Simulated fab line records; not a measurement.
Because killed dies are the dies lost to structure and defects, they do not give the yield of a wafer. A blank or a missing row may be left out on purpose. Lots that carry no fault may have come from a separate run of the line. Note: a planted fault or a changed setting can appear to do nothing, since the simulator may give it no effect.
fab line records	flow n5_finfet
record: lots: 9	wafers: 26	last_day: 17
route steps=1938 shown SPACER0@260 SD_EPI_N@275 SD_EPI_P@310 BEOL_M4@1111 PASSIVATION@1936
lots that met no fault: taken from a fault-free run of the same line
start_h: the number of hours between the record's first day and the start of the first shown wafer of the lot	wait_h: how many hours have passed since the lot's step before this one	" unchanged from the row above	L1.1+2: a single row standing in for several wafers	- value missing, or start not given	* or withheld: withheld	< > ~ a bound
route shown NAME@n: names a module that has steps shown in the file, with the first one's number in the route	usual: average and standard deviation across the fault-free wafers	same: alike in all rows	chamber/n: place in a boat	sites: the reading at each site	_std_site: how widely they spread, as a standard deviation	_edge_site: the outer-site mean with the inner-site mean subtracted	radius_mm: for every site, how far away it sits from the centre of the wafer	mask NAME#n: copy n	behind: the most recent tool/chamber to have shaped the wafer	hold: the reason the lot was held/the length of the hold in hours/how it ended	device: the transistor (n, p or np) that didn't switch	end of line: tests of these same wafers at the route's end	step lacking rows: just its recipe	killed: dies that structure and defects cost at the first sort, which is not the same as the wafer's yield	map: a wafer's dies, x killed, . not, _ none there
set.NAME: the run value of the setting; set.NAME@STEP: its run value at that earlier step	model.NAME: the simulator's own value behind a step, which no gauge read
steps of the route over a sample of lots; a table a step, a row a wafer
services: a tool's chamber out of use, with start hour (start_h, from the record's first day; less than 0 if before it), hours out, and reason
== steps ==
step: N5_SPACER0_ALD_08
recipe: material: SiNx	target_thk_a: 20	temp_c: 400	ald_precursor_family: SiH2I2	ald_co_reactant: N2/H2-plasma	pressure_torr: 2
usual: chamber_pressure_Torr: 2.000/0.0042	heater_power_w: 840/57
lot.wafer	tool	chamber	start_h	wait_h	chamber_pressure_Torr	heater_power_w
L225.1	ald_sin-03	2	63.17	0.1	1.997	855
L225.4	"	1	"	"	2.000	783
L225.6	"	2	"	"	2.006	825
L227.1	ald_sin-04	3	74.24	0.1	1.994	946
L227.2	"	2	"	"	2.001	886
L227.3	"	1	"	"	1.992	787
L229.2	ald_sin-04	1	83.90	0.1	2.003	820
L229.4	"	3	"	"	2.002	941
L229.5	"	0	"	"	2.004	806
L237.1	ald_sin-02	2	134.35	0.1	1.994	903
L237.4	"	1	"	"	2.001	891
L237.5	"	0	"	"	2.002	825
L238.2	ald_sin-04	0	139.38	0.1	2.007	804
L238.4	"	3	"	"	1.993	946
L238.6	"	3	"	"	1.996	936
L242.2	ald_sin-04	2	164.58	0.1	2.007	891
L242.3	"	3	"	"	2.004	951
L243.1	ald_sin-02	0	169.51	0.1	2.003	815
L243.4	"	3	"	"	1.995	768
L243.5	"	2	"	"	2.003	892
L245.2	ald_sin-03	2	181.56	0.1	1.999	835
L245.3	"	3	"	"	1.998	834
L245.5	"	1	"	"	2.001	793
L246.1	ald_sin-03	0	186.36	0.1	1.999	764
L246.2	"	3	"	"	2.004	846
L246.3	"	2	"	"	1.997	843
step: N5_SD_EPI_N_ETCH_35
recipe: chemistry: N2/H2	target: SOC	overetch_a: 1080	mask_material: SiARC	temp_c: 40	ion_energy_ev: 100	source_w: 3000	bias_w: 133	pressure_mtorr: 20	time_s: 486	n2_flow_sccm: 200	h2_flow_sccm: 200
usual: bias_w: 133.0/0.39	drypump_motor_current_A: 5.6/0.35	h2_flow_sccm: 199.9/0.58	oes_product_au: 0.70/0.077	rf_vpp_V: 240.5/1.3	showerhead_plenum_p_Torr: 2.51/0.068	throttle_valve_pct: 23.5/0.34
lot.wafer	tool	chamber	start_h	wait_h	bias_w	drypump_motor_current_A	h2_flow_sccm	oes_product_au	rf_hours_counter_h	rf_vpp_V	showerhead_plenum_p_Torr	throttle_valve_pct
L225.1	rie_diel-01	2	63.91	0.0	132.7	5.9	200.4	0.61	224	240.3	2.52	23.8
L225.4	"	1	"	"	133.1	5.8	200.2	0.80	16	240.9	2.59	23.1
L225.6	"	3	"	"	132.5	5.3	200.1	0.66	-	242.4	2.64	23.6
L227.1	rie_diel-01	0	75.17	0.0	132.6	5.7	200.1	0.66	174	239.5	2.42	23.4
L227.2	"	1	"	"	133.2	5.8	201.1	0.81	19	241.4	2.59	23.1
L227.3	"	2	"	"	133.2	5.9	199.2	0.61	228	242.0	2.52	23.8
L229.2	rie_diel-03	1	84.63	0.0	133.5	5.1	199.5	0.62	236	241.2	2.59	24.0
L229.4	"	0	"	"	132.7	6.4	200.5	0.67	-	240.4	2.53	23.5
L229.5	"	1	"	"	132.9	5.1	200.7	0.61	-	240.0	2.59	24.0
L237.1	rie_diel-01	3	135.22	0.1	133.4	5.3	200.4	0.64	170	241.5	2.63	23.7
L237.4	"	1	"	"	133.2	5.8	200.2	0.76	-	240.4	2.58	23.1
L237.5	"	1	"	"	132.7	5.8	200.3	0.77	-	242.0	2.58	23.2
L238.2	rie_diel-03	3	140.29	0.0	133.2	5.4	199.9	0.62	218	240.1	2.52	24.1
L238.4	"	1	"	"	133.2	5.1	198.7	0.86	0	241.8	2.59	23.7
L238.6	"	2	"	"	133.0	5.6	200.3	0.83	-	241.9	2.59	23.2
L242.2	rie_diel-04	3	165.23	0.0	133.7	4.9	200.3	0.69	161	239.7	2.45	23.9
L242.3	"	2	"	"	133.4	5.5	199.3	0.74	53	239.9	2.45	23.0
L243.1	rie_diel-04	2	170.24	0.0	132.7	5.5	200.2	0.74	55	239.6	2.45	23.0
L243.4	"	3	"	"	132.9	4.9	199.7	0.69	-	239.0	2.45	23.9
L243.5	"	2	"	"	133.3	5.5	201.3	0.74	-	239.8	2.45	23.0
L245.2	rie_diel-01	0	182.33	0.0	133.1	5.8	200.7	0.64	214	239.7	2.40	23.4
L245.3	"	1	"	"	132.8	5.7	200.9	0.74	62	241.8	2.57	23.2
L245.5	"	3	"	"	133.0	5.3	199.2	0.63	-	242.1	2.62	23.7
L246.1	rie_diel-04	2	186.97	0.0	133.2	5.5	199.5	0.73	60	239.0	2.45	23.0
L246.2	"	0	"	"	133.0	6.1	201.0	0.64	234	238.7	2.47	23.2
L246.3	"	3	"	"	132.9	4.9	199.3	0.69	169	239.1	2.45	23.9
step: N5_SD_EPI_N_VAPOR_ETCH_50
recipe: chemistry: HCl	target: Si	temp_c: 775	time_s: 54	pressure_torr: 20	mode: isotropic
usual: chamber_pressure_Torr: 20.00/0.037	throttle_valve_pct: 11.0/0.3
lot.wafer	tool	chamber	start_h	wait_h	chamber_pressure_Torr	throttle_valve_pct
L225.1	epi_rpcvd-01	0	65.31	0.3	20.04	11.0
L225.4	"	0	"	"	20.03	11.0
L225.6	"	0	"	"	20.09	11.3
L227.1	epi_rpcvd-02	0	76.57	0.3	20.01	11.2
L227.2	"	0	"	"	20.06	11.3
L227.3	"	0	"	"	19.97	11.5
L229.2	epi_rpcvd-02	0	86.21	0.3	20.00	11.3
L229.4	"	0	"	"	20.06	11.2
L229.5	"	0	"	"	20.05	11.3
L237.1	epi_rpcvd-01	0	136.92	0.3	20.04	11.0
L237.4	"	0	"	"	20.04	10.7
L237.5	"	0	"	"	19.95	10.7
L238.2	epi_rpcvd-01	0	141.89	0.4	19.98	11.1
L238.4	"	0	"	"	19.98	11.0
L238.6	"	0	"	"	20.00	10.8
L242.2	epi_rpcvd-02	0	166.66	0.3	20.03	11.2
L242.3	"	0	"	"	20.04	11.3
L243.1	epi_rpcvd-02	0	171.64	0.3	19.97	11.1
L243.4	"	0	"	"	20.03	11.5
L243.5	"	0	"	"	20.02	11.1
L245.2	epi_rpcvd-02	0	183.90	0.4	20.01	11.5
L245.3	"	0	"	"	19.99	11.3
L245.5	"	0	"	"	20.03	11.3
L246.1	epi_rpcvd-04	0	188.38	0.3	19.99	10.8
L246.2	"	0	"	"	20.02	10.7
L246.3	"	0	"	"	20.00	10.6
step: N5_SD_EPI_P_ETCHBACK_46
recipe: chemistry: CH3F/O2	mode: anisotropic_etchback	target: SiNx	target_depth_a: 175	stop_on: SiO2	over_etch_frac: 0.3	ion_energy_ev: 120	pressure_mtorr: 30	source_w: 395	bias_w: 73	Ar_flow_sccm: 150	CH3F_flow_sccm: 30	O2_flow_sccm: 20
usual: bias_w: 72.98/0.2	drypump_motor_current_A: 5.9/0.37	oes_product_au: 0.68/0.07	over_etch_frac: 0.3/0	rf_vpp_V: 294/6.8	showerhead_plenum_p_Torr: 1.98/0.084	throttle_valve_pct: 16.27/0.26
lot.wafer	tool	chamber	start_h	wait_h	bias_w	drypump_motor_current_A	oes_product_au	over_etch_frac	rf_hours_counter_h	rf_vpp_V	showerhead_plenum_p_Torr	throttle_valve_pct
L225.1	rie_diel-02	1	68.77	0.0	73.20	6.0	0.62	0.3	164	289	1.90	16.23
L225.4	"	3	"	"	72.88	6.2	0.75	0.3	43	299	1.96	16.11
L225.6	"	1	"	"	73.16	6.0	0.62	0.3	-	289	1.90	16.22
L227.1	rie_diel-02	3	80.25	0.0	72.98	6.2	0.74	0.3	46	299	1.96	16.11
L227.2	"	2	"	"	73.29	5.7	0.76	0.3	34	301	2.12	16.28
L227.3	"	0	"	"	72.99	5.2	0.66	0.3	121	284	1.99	16.21
L229.2	rie_diel-06	3	90.83	0.0	73.05	6.4	0.58	0.3	246	288	1.97	16.16
L229.4	"	2	"	"	72.76	5.6	0.66	0.3	122	296	2.11	16.15
L229.5	"	1	"	"	72.89	5.8	0.63	0.3	-	296	1.91	16.61
L237.1	rie_diel-02	1	140.34	0.0	73.20	6.0	0.60	0.30655	185	290	1.89	16.28
L237.4	"	0	"	"	73.02	5.2	0.65	0.30655	141	283	1.98	16.24
L237.5	"	2	"	"	72.86	5.7	0.73	0.30655	-	301	2.11	16.32
L238.2	rie_diel-02	1	146.52	0.0	72.82	6.0	0.61	0.30655	188	289	1.89	16.28
L238.4	"	3	"	"	72.95	6.2	0.72	0.30655	66	301	1.96	16.16
L238.6	"	0	"	"	72.89	5.2	0.65	0.30655	-	282	1.98	16.26
L242.2	rie_diel-06	0	170.09	0.0	73.04	6.3	0.76	0.3	44	292	2.02	16.24
L242.3	"	1	"	"	72.83	5.8	0.61	0.3	212	297	1.90	16.67
L243.1	rie_diel-06	1	175.33	0.0	73.19	5.7	0.61	0.3	214	297	1.90	16.67
L243.4	"	3	"	"	72.87	6.4	0.81	0.3	9	290	1.96	15.76
L243.5	"	1	"	"	73.43	5.8	0.61	0.3	-	296	1.90	16.66
L245.2	rie_diel-05	1	187.70	0.0	73.56	5.5	0.60	0.3	207	290	1.91	16.87
L245.3	"	3	"	"	72.93	5.9	0.66	0.3	153	313	2.10	16.73
L245.5	"	2	"	"	73.20	6.0	0.65	0.3	-	292	1.84	16.09
L246.1	rie_diel-05	1	192.37	0.0	72.77	5.5	0.60	0.3	208	291	1.91	16.85
L246.2	"	2	"	"	72.79	6.0	0.65	0.3	139	291	1.84	16.08
L246.3	"	0	"	"	72.95	5.6	0.74	0.3	61	296	1.95	15.97
step: N5_BEOL_M4_RC_MEAS_101
usual: DIBL_N: 36.2/2	DIBL_P: 36.1/2.4	IOFF_N: 0.16/0.035	IOFF_P: 0.22/0.041	ION_N: 675/14	ION_P: 465/8.6	SS_N: 71.5/0.64	SS_P: 73.2/0.76	VT_N: 250/3.9	VT_P: -249/3.4
lot.wafer	tool	chamber	start_h	wait_h	DIBL_N[mV/V]	DIBL_P[mV/V]	IOFF_N[nA/um]	IOFF_P[nA/um]	ION_N[uA/um]	ION_P[uA/um]	SS_N[mV/dec]	SS_P[mV/dec]	VT_N[mV]	VT_P[mV]
L225.1	prober-01	0	177.80	0.0	36.6	36.9	0.16	0.21	677	460	71.8	72.8	248	-249
L225.4	"	0	"	"	35.3	34.8	0.14	0.18	687	471	70.9	72.4	249	-251
L225.6	"	0	"	"	35.0	34.3	0.13	0.19	670	463	71.4	72.1	249	-249
L227.1	prober-02	0	199.14	0.0	32.9	33.1	0.10	0.15	650	449	71.1	71.9	256	-252
L227.2	"	0	"	"	34.0	35.1	0.12	0.18	658	463	71.1	72.5	254	-250
L227.3	"	0	"	"	33.6	35.0	0.10	0.17	643	454	70.4	73.3	257	-252
L229.2	prober-01	0	206.14	0.2	34.8	34.5	0.13	0.20	665	456	71.7	72.6	248	-251
L229.4	"	0	"	"	35.7	36.2	0.16	0.22	680	470	71.5	73.6	248	-246
L229.5	"	0	"	"	35.7	36.0	0.16	0.23	675	476	71.6	72.8	249	-249
L237.1	prober-01	0	262.25	0.0	38.9	38.2	0.21	0.26	693	479	72.0	73.1	242	-246
L237.4	"	0	"	"	39.1	38.8	0.21	0.28	697	474	71.6	74.4	247	-244
L237.5	"	0	"	"	36.9	34.9	0.16	0.22	672	460	71.2	74.1	247	-249
L238.2	prober-02	0	264.35	0.2	37.5	37.1	0.17	0.23	675	461	72.2	73.9	249	-249
L238.4	"	0	"	"	37.6	37.2	0.17	0.23	680	462	72.6	73.5	250	-247
L238.6	"	0	"	"	33.6	33.3	0.12	0.18	682	476	70.6	71.9	253	-250
L242.2	prober-02	0	293.23	0.2	34.1	34.6	0.12	0.19	664	465	71.1	73.1	257	-251
L242.3	"	0	"	"	36.5	36.2	0.16	0.19	652	443	72.1	74.3	251	-254
L243.1	prober-02	0	297.34	0.0	38.8	35.0	0.19	0.21	685	461	71.5	73.3	249	-251
L243.4	"	0	"	"	36.6	34.5	0.15	0.21	670	461	71.7	73.6	250	-249
L243.5	"	0	"	"	33.3	30.0	0.10	0.16	654	456	70.7	71.6	254	-252
L245.2	prober-01	0	298.72	0.2	36.4	34.9	0.14	0.19	669	456	71.8	72.9	253	-251
L245.3	"	0	"	"	37.7	37.5	0.19	0.22	682	464	71.5	74.7	247	-251
L245.5	"	0	"	"	38.0	37.4	0.18	0.24	678	461	72.2	74.3	250	-246
L246.1	prober-01	0	314.81	0.0	36.4	36.3	0.15	0.18	654	446	71.6	73.3	257	-255
L246.2	"	0	"	"	36.0	36.5	0.14	0.18	671	454	71.5	73.3	254	-254
L246.3	"	0	"	"	33.9	33.8	0.12	0.16	669	458	70.8	71.7	254	-256
step: N5_PASSIVATION_PROBE_49
usual: defect_limited_yield: 91.1/1.4	killed_at_M0_to_M3: 36/9.9	killed_at_M4_up: 13/5.8	killed_at_contacts: 14/5.9	killed_at_front_end: 39/11	killed_at_other: 3.4/2.9	killed_dies: 105/17	killed_open: 70/13	killed_short: 34/7.3	sort_bin_5_function: 5.3/1	sort_bin_6_memory: 3.3/0.62	sort_bin_8_speed: 0.01/0.057	sort_n_pass: 1075/17
same: gross_dies: 1180	killed_at_back_side: 0	sort_bin_4_leakage[%]: 0
lot.wafer	tool	chamber	start_h	wait_h	defect_limited_yield[%]	killed_at_M0_to_M3	killed_at_M4_up	killed_at_contacts	killed_at_front_end	killed_at_other	killed_dies	killed_open	killed_short	sort_bin_5_function[%]	sort_bin_6_memory[%]	sort_bin_8_speed[%]	sort_n_pass
L225.1	prober-01	-	292.63	0.0	90.4	36	12	16	44	5	113	75	36	5.9	3.1	0	1067
L225.4	prober-01	-	292.78	0.2	92.4	35	17	10	23	5	90	57	33	4.3	3.3	0	1090
L225.6	prober-01	-	292.88	0.3	90.3	39	9	16	45	6	115	77	37	6.2	3.0	0	1065
L237.1	prober-02	-	384.58	0.0	91.9	30	11	11	40	3	95	70	25	5.3	2.8	0	1085
L237.4	prober-02	-	384.73	0.2	91.5	35	12	18	31	4	100	70	30	4.7	3.3	0	1080
L237.5	prober-02	-	384.78	0.2	91.1	44	11	14	31	5	105	73	30	4.8	3.8	0	1075
L245.2	prober-02	-	404.79	0.1	90.6	36	18	23	26	8	111	77	34	5.3	3.8	0	1069
L245.3	prober-02	-	404.84	0.1	89.2	34	15	29	43	7	128	97	31	6.9	3.7	0	1052
L245.5	prober-02	-	404.94	0.2	91.3	38	11	19	31	4	103	62	41	4.8	3.7	0	1077
L243.1	prober-01	-	411.01	0.0	90.9	30	32	10	29	6	107	77	27	5.9	2.7	0	1073
L243.4	prober-01	-	411.16	0.2	91.8	19	25	17	35	1	97	68	29	4.7	3.1	0	1083
L243.5	prober-01	-	411.21	0.2	91.4	29	20	15	36	1	101	70	30	5.7	2.5	0	1079
killed by level:class
L225.1 BEOL_M3:geometric_particle:open=13 FIN_SAQP:geometric_particle:short=12 MOL_CONTACT_COAG:geometric_particle:open=12 FIN_SAQP:geometric_particle:open=10 STI_FIN_REVEAL:geometric_particle:open=6 BEOL_M1:geometric_particle:open=6 MOL_CONTACT_COAG:geometric_particle:short=4 BEOL_M2:geometric_particle:open=4
L225.4 MOL_CONTACT_COAG:geometric_particle:open=9 FIN_SAQP:geometric_particle:short=7 BEOL_M0:geometric_particle:open=7 BEOL_M2:geometric_particle:open=7 GATE_CUT:geometric_particle:short=5 BEOL_M1:geometric_particle:short=5 BEOL_M1:geometric_particle:open=5 FIN_SAQP:geometric_particle:open=4
L225.6 MOL_CONTACT_COAG:geometric_particle:open=11 BEOL_M0_SAQP:geometric_particle:open=11 STI_FIN_REVEAL:geometric_particle:open=10 BEOL_M0_SAQP:geometric_particle:short=8 FIN_SAQP:geometric_particle:open=7 BEOL_M3:geometric_particle:open=7 BEOL_M1:geometric_particle:short=6 DUMMY_GATE:geometric_particle:open=5
L237.1 MOL_CONTACT_COAG:geometric_particle:open=10 FIN_SAQP:geometric_particle:open=9 DUMMY_GATE:geometric_particle:open=9 BEOL_M2:geometric_particle:open=9 BEOL_M0_SAQP:geometric_particle:short=7 STI_FIN_REVEAL:geometric_particle:open=7 BEOL_M0_SAQP:geometric_particle:open=7 FIN_SAQP:geometric_particle:short=5
L237.4 MOL_CONTACT_COAG:geometric_particle:open=16 DUMMY_GATE:geometric_particle:open=13 BEOL_M0_SAQP:geometric_particle:short=8 BEOL_M3:geometric_particle:open=7 BEOL_M0_SAQP:geometric_particle:open=6 STI_FIN_REVEAL:geometric_particle:open=5 BEOL_M2:geometric_particle:open=5 BEOL_M1:geometric_particle:open=4
L237.5 MOL_CONTACT_COAG:geometric_particle:open=13 BEOL_M2:geometric_particle:open=13 BEOL_M0_SAQP:geometric_particle:open=9 BEOL_M3:geometric_particle:open=8 BEOL_M0_SAQP:geometric_particle:short=8 FIN_SAQP:geometric_particle:open=7 STARTING-WAFER:geometric_particle:open=5 BEOL_M4:geometric_particle:open=4
L245.2 MOL_CONTACT_COAG:geometric_particle:open=21 BEOL_M0_SAQP:geometric_particle:short=11 BEOL_M0_SAQP:geometric_particle:open=10 FIN_SAQP:geometric_particle:open=9 BEOL_M5:geometric_particle:open=7 STI_FIN_REVEAL:geometric_particle:open=6 BEOL_M1:geometric_particle:open=5 FIN_SAQP:geometric_particle:short=4
L245.3 MOL_CONTACT_COAG:geometric_particle:open=27 STI_FIN_REVEAL:geometric_particle:open=11 BEOL_M0_SAQP:geometric_particle:open=9 FIN_SAQP:geometric_particle:open=7 BEOL_M4:geometric_particle:open=7 BEOL_M0_SAQP:geometric_particle:short=6 BEOL_M2:geometric_particle:open=6 FIN_SAQP:geometric_particle:short=5
L245.5 MOL_CONTACT_COAG:geometric_particle:open=15 BEOL_M0_SAQP:geometric_particle:short=15 FIN_SAQP:geometric_particle:short=7 STI_FIN_REVEAL:geometric_particle:open=7 BEOL_M0_SAQP:geometric_particle:open=7 BEOL_M3:geometric_particle:open=6 FIN_SAQP:geometric_particle:open=4 MOL_CONTACT_COAG:geometric_particle:short=4
L243.1 BEOL_M4:geometric_particle:open=22 MOL_CONTACT_COAG:geometric_particle:open=10 BEOL_M2:geometric_particle:open=9 BEOL_M0_SAQP:geometric_particle:open=7 STI_FIN_REVEAL:geometric_particle:open=6 BEOL_M4:geometric_particle:short=6 DUMMY_GATE:geometric_particle:open=5 BEOL_M3:geometric_particle:open=5
L243.4 BEOL_M4:geometric_particle:open=18 MOL_CONTACT_COAG:geometric_particle:open=13 FIN_SAQP:geometric_particle:short=8 DUMMY_GATE:geometric_particle:open=7 STI_FIN_REVEAL:geometric_particle:open=5 BEOL_M2:geometric_particle:open=5 BEOL_M3:geometric_particle:open=5 MOL_CONTACT_COAG:geometric_particle:short=4
L243.5 MOL_CONTACT_COAG:geometric_particle:open=15 BEOL_M4:geometric_particle:open=14 STI_FIN_REVEAL:geometric_particle:open=11 BEOL_M3:geometric_particle:open=10 FIN_SAQP:geometric_particle:short=6 BEOL_M3:geometric_particle:short=6 DUMMY_GATE:geometric_particle:open=5 STARTING-WAFER:geometric_particle:short=5
== services ==
tool	chamber	start_h	hours	kind
rie_diel-05	1	39.67	8.3	repair
ald_sin-03	1	51.05	2.6	repair
ald_sin-02	1	54.86	2.9	repair
ald_sin-03	0	56.32	12.8	repair
ald_sin-04	2	62.30	2.0	repair
rie_diel-04	1	65.99	7.4	repair
ald_sin-02	-	68.05	1.0	repair
ald_sin-02	-	69.68	6.1	pm
rie_diel-04	2	76.84	9.3	repair
rie_diel-06	2	78.18	2.0	repair
ald_sin-03	-	86.24	14.0	pm
rie_diel-01	3	88.38	7.8	repair
rie_diel-04	3	90.75	21.3	repair
rie_diel-02	3	92.77	4.0	repair
rie_diel-06	3	114.49	7.7	repair
rie_diel-05	1	130.42	3.7	repair
epi_rpcvd-04	-	130.51	2.8	pm
rie_diel-01	2	131.19	-	clean
rie_diel-01	2	131.19	-	consumable_replace:esc
rie_diel-01	2	131.19	-	consumable_replace:focus_ring
rie_diel-01	2	131.19	22.0	scheduled_down
rie_diel-01	0	134.94	7.9	repair
ald_sin-02	-	178.02	14.0	pm
rie_diel-03	1	188.21	2.4	repair
== key ==
first_sign: step: N5_SD_EPI_P_ETCHBACK_46	reading: over_etch_frac	direction: up	sigmas: 99+	usual: 0.3	struck: 0.30655
effect none on later readings
met_at N5_SD_EPI_P_ETCHBACK_46
struck_lots L237,L238
baseline_loss: step: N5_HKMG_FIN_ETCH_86	wafers: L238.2
not_acting_at N5_SPACER0_ALD_08,N5_SD_EPI_N_ETCH_35,N5_SD_EPI_N_VAPOR_ETCH_50
onset_between 80.25 140.34
fault: kind: process_parameter_drift	tool: rie_diel-02	chamber: -	onset_h: 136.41	steps: N5_SD_EPI_P_ETCHBACK_46	channel: over_etch_frac	offset: 0.0065528	shape: step	end_h: 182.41	acts_in: these_recipes_only	stated: 0.3
baseline_loss: these wafers lose ten dies or more at that step, a loss of the line's own and not of a fault; the sort's usual values leave them out
